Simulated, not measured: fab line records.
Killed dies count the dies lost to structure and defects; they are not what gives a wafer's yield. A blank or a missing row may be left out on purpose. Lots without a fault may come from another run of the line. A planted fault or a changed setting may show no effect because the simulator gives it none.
2 desks, one fault ; flow nand harc ; each desk holds nothing but its own numbers, with what lay behind them at the end

AT THE METROLOGY DESK
Means of the sampled wafers that have a number, per lot and without regard to the tool the lot ran on: this is what the gauges read. The brackets show how far a lot's mean lies from the usual mean; more than 4 standard deviations puts the lot out of limits, marked OUT.
Columns: A = cd nm at NHARC_A_CONTACT_CD_MEAS_42, usual 200.0 nm
lot;first seen here;A
L460;day 16 14:45;199.5
L462;day 16 17:00;199.8
L464;day 16 18:45;199.2
L463;day 17 00:42;200.1
L466;day 17 18:50;200.3
L465;day 18 02:10;199.3
L469;day 18 21:53;200.6
L474;day 19 22:41;199.9
L476;day 20 14:25;201.0
L478;day 20 20:29;213.2 (+20) OUT
L481;day 21 17:09;211.4 (+18) OUT
This desk's finding: out of limits on L478, L481; first on L478, day 20 20:29 (cd nm at NHARC_A_CONTACT_CD_MEAS_42). L460, L462, L464, L463, L466, L465, L469, L474, L476: within limits.

THE TOOL OWNER'S DESK: arfi scanner-03
The tool's own readings at NHARC_A_CONTACT_EXPOSE_39 (exposes mask A CC 3): means of the sampled wafers that have a number, for each lot that ran on this tool. The brackets show how far a lot's mean lies from the usual mean; more than 4 standard deviations puts the lot out of limits, marked OUT.
Columns: A = exposure dose mJ cm2 at NHARC_A_CONTACT_EXPOSE_39, usual 58.76
lot;first seen here;A
L463;day 17 00:34;58.77
L466;day 17 18:42;58.74
L465;day 18 02:01;58.73
L469;day 18 21:46;58.74
L474;day 19 22:33;58.73
L478;day 20 20:21;75.65 (+99 or more) OUT
L481;day 21 17:01;72.25 (+99 or more) OUT
This desk's finding: out of limits on L478, L481; first on L478, day 20 20:21 (exposure dose mJ cm2 at NHARC_A_CONTACT_EXPOSE_39). L463, L466, L465, L469, L474: within limits.

ALL TOGETHER
An alarm could have come from the tool owner's desk at day 20 20:21, on L478, L481.
L478, L481 would have let the metrology desk raise an alarm at day 20 20:29.
Every lot named ran NHARC_A_CONTACT_EXPOSE_39 on arfi scanner-03.

WHAT THE SIMULATOR HAD INSERTED
Process parameters drifting: arfi scanner-03 at NHARC_A_CONTACT_EXPOSE_39, beginning at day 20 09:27. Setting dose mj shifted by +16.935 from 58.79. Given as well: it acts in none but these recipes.
Struck lots among those shown: L478, L481.
Hours from the fault's start to each desk's first reading out of limits: the tool owner's desk, 11; the metrology desk, 11.
